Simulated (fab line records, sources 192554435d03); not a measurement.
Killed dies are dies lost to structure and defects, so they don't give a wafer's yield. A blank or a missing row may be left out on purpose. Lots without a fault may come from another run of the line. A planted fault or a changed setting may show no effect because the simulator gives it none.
Chamber matching | flow n5_finfet | N5_BEOL_M11_ETCH_61 on rie_diel-06: 4 sister chambers
The step etches SiARC in CF4, target depth 39 nm, time 65 s. 4 wafers are shown with their chamber, then 11 later ones without.

WAFERS WITH THEIR CHAMBER
wafer  | chamber | throttle_valve_pct (%)
L083.4 | 2       | 15.42
L088.1 | 1       | 15.61
L088.6 | 3       | 15.81
L090.1 | 0       | 15.10

WAFERS WITHOUT THEIR CHAMBER
wafer  | throttle_valve_pct (%)
L090.5 | 15.80
L090.6 | 15.46
L092.2 | 15.82
L092.4 | 15.61
L092.5 | 15.63
L093.2 | 15.81
L093.3 | 15.10
L093.4 | 15.45
L097.1 | 15.67
L097.2 | 15.15
L097.5 | 15.13

WHICH CHAMBER EACH WENT THROUGH
wafer  | from the rows above | in truth
L090.5 | 3                   | 3
L090.6 | 2                   | 2
L092.2 | 3                   | 3
L092.4 | 1                   | 1
L092.5 | 1                   | 1
L093.2 | 3                   | 3
L093.3 | 0                   | 0
L093.4 | 2                   | 2
L097.1 | 1                   | 1
L097.2 | 0                   | 0
L097.5 | 0                   | 0
Placed correctly: 11 of 11. Can't be placed from these rows: 0. Placed wrongly: 0.
How it was worked out, from the rows above alone: a wafer's distance from a chamber is the root of the sum, over the readings, of the square of ((its reading less the chamber's mean) divided by the reading's scatter). The wafer belongs to the nearest chamber; if the next one is less than 2 further off, it can't be placed. A chamber's mean is the mean of its shown wafers. The scatter: with one shown wafer a chamber, the root of the mean of the squares of how far each hidden wafer lies from its nearest shown one.
